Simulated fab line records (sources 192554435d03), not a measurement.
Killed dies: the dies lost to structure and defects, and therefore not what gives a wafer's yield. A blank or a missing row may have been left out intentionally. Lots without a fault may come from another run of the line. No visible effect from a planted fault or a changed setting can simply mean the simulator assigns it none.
Chamber matching -- flow n5_finfet -- pecvd-02 running N5_GATE_CUT_HM_DEP_46: 3 sister chambers
The step deposits SiO2 from TEOS/O2, target thk 130 nm, time 26.6 s. 20 wafers are shown with their chamber, then 10 later ones without.

== WAFERS WITH THEIR CHAMBER ==
wafer,chamber,showerhead_plenum_p_Torr (Torr),throttle_valve_pct (%),heater_power_outer_w (W)
L074.2,0,8.34,19.6,393
L074.3,2,8.23,18.8,387
L074.4,0,8.39,19.4,389
L076.3,2,8.26,18.6,327
L076.4,1,8.39,18.5,346
L076.5,0,8.39,19.4,421
L078.1,2,8.25,18.6,349
L078.3,1,8.38,18.6,316
L078.5,1,8.40,18.6,321
L079.3,1,8.38,18.8,349
L079.4,0,8.38,19.3,438
L079.6,2,8.24,18.7,361
L082.1,2,8.26,18.8,300
L082.4,0,8.38,19.4,388
L082.6,2,8.25,18.9,309
L083.1,2,8.26,18.9,283
L083.2,0,8.39,19.1,370
L083.6,2,8.24,18.9,294
L084.2,2,8.26,18.7,369
L084.4,0,8.38,19.4,451

SIGNATURES, as means of the wafers listed above
reading,chamber 0,chamber 1,chamber 2,scatter within a chamber
showerhead_plenum_p_Torr,8.3786,8.3875,8.2500,0.0136
throttle_valve_pct,19.371,18.625,18.767,0.133
heater_power_outer_w,407.14,333.00,331.00,31.8
Rule: distance of a wafer from a chamber = root of the sum over the readings of ((wafer's reading minus chamber's mean) / reading's scatter) squared. The wafer belongs to the nearest chamber; if the next one is less than 2 further off, it can't be placed. How the scatter is found: for the shown wafers, subtract from each reading the mean of its chamber, square and add these, divide the total by (wafers less chambers), then take the root.

== WAFERS MISSING THEIR CHAMBER ==
wafer,showerhead_plenum_p_Torr (Torr),throttle_valve_pct (%),heater_power_outer_w (W)
L084.5,8.39,18.6,342
L087.3,8.39,18.5,337
L087.4,8.27,18.7,349
L087.5,8.40,18.5,347
L088.3,8.25,19.0,381
L088.5,8.37,19.4,462
L088.6,8.26,18.9,258
L097.3,8.38,19.3,449
L097.5,8.39,19.4,462
L097.6,8.25,18.9,376

== WHICH CHAMBER EACH WENT THROUGH ==
wafer,from the rows above,in truth
L084.5,1,1
L087.3,1,1
L087.4,2,2
L087.5,1,1
L088.3,2,2
L088.5,0,0
L088.6,2,2
L097.3,0,0
L097.5,0,0
L097.6,2,2
Correctly placed: 10 of 10. From these rows, 0 cannot be placed. 0 placed wrongly.
